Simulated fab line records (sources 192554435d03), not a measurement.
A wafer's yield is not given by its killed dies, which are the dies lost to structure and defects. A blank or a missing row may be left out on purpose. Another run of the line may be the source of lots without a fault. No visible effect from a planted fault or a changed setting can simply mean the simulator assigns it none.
One fault through the eyes of 2 desks || flow n5-finfet || every desk sees just its own numbers, and what lay behind them comes last

== THE TOOL OWNER'S DESK: litho-track-04 ==
The tool's own readings at N5_BEOL_M11_COAT_64 (time 60 s, resist thk 30 nm): means of the sampled wafers that have a number, for each lot that ran on this tool. If a lot's mean is further than 4 standard deviations from the usual mean, the lot is out of limits and carries the mark OUT (the distance appears in the brackets).
Columns: A = spin-speed-rpm at N5_BEOL_M11_COAT_64, usual 1500.2 rpm
{"lot": "L542", "first seen here": "day 11 05:28", "A": 1500.6}
{"lot": "L551", "first seen here": "day 13 08:14", "A": 1500.2}
{"lot": "L555", "first seen here": "day 14 12:26", "A": "1302.0 (-99 or more) OUT"}
{"lot": "L556", "first seen here": "day 15 03:28", "A": "1301.8 (-99 or more) OUT"}
Finding of this desk: L555, L556 out of limits; the first was L555 at day 14 12:26, on spin-speed-rpm at N5_BEOL_M11_COAT_64. L542, L551 stayed within limits.

== METROLOGY DESK ==
What the gauges read, lot by lot, whatever tool the lot ran on: means of the sampled wafers that have a number. If a lot's mean is further than 4 standard deviations from the usual mean, the lot is out of limits and carries the mark OUT (the distance appears in the brackets).
Columns: A = M11_OVL at N5_BEOL_M11_OVL_MEAS_12, usual 0.4 nm; B = cd-nm at N5_BEOL_M11_CD_MEAS_28, usual 70.0 nm
{"lot": "L541", "first seen here": "day 10 22:56", "A": 0.2, "B": 69.7}
{"lot": "L542", "first seen here": "day 11 02:10", "A": 1.0, "B": 70.2}
{"lot": "L545", "first seen here": "day 11 16:29", "A": 0.5, "B": 68.1}
{"lot": "L544", "first seen here": "day 11 17:55", "A": 0.2, "B": 70.8}
{"lot": "L546", "first seen here": "day 12 06:13", "A": 1.1, "B": 70.3}
{"lot": "L547", "first seen here": "day 12 12:12", "A": -0.1, "B": 69.9}
{"lot": "L551", "first seen here": "day 13 06:28", "A": 0.1, "B": 69.7}
{"lot": "L555", "first seen here": "day 14 10:44", "A": 0.6, "B": 69.8}
{"lot": "L556", "first seen here": "day 15 02:02", "A": 0.4, "B": 71.1}
{"lot": "L560", "first seen here": "day 15 16:32", "A": 0.9, "B": 68.8}
{"lot": "L561", "first seen here": "day 16 01:29", "A": 0.6, "B": 69.8}
Finding of this desk: none of the 11 lots has anything out of limits.

== BROUGHT TOGETHER ==
On L555, L556, at day 14 12:26, an alarm was possible from the tool owner's desk.
At the metrology desk, nothing out of limits was observed.
The metrology desk holds a record of L555, L556, inside its limits.
Of the lots named, all ran N5_BEOL_M11_COAT_64 on litho-track-04.

== WHAT THE SIMULATOR HAD PUT IN ==
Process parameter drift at N5_BEOL_M11_COAT_64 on litho-track-04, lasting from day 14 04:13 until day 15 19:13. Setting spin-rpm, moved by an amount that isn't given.
Shown lots that were struck: L555, L556.
Each desk's first reading out of limits, in hours after the fault started: the tool owner's desk, 8.
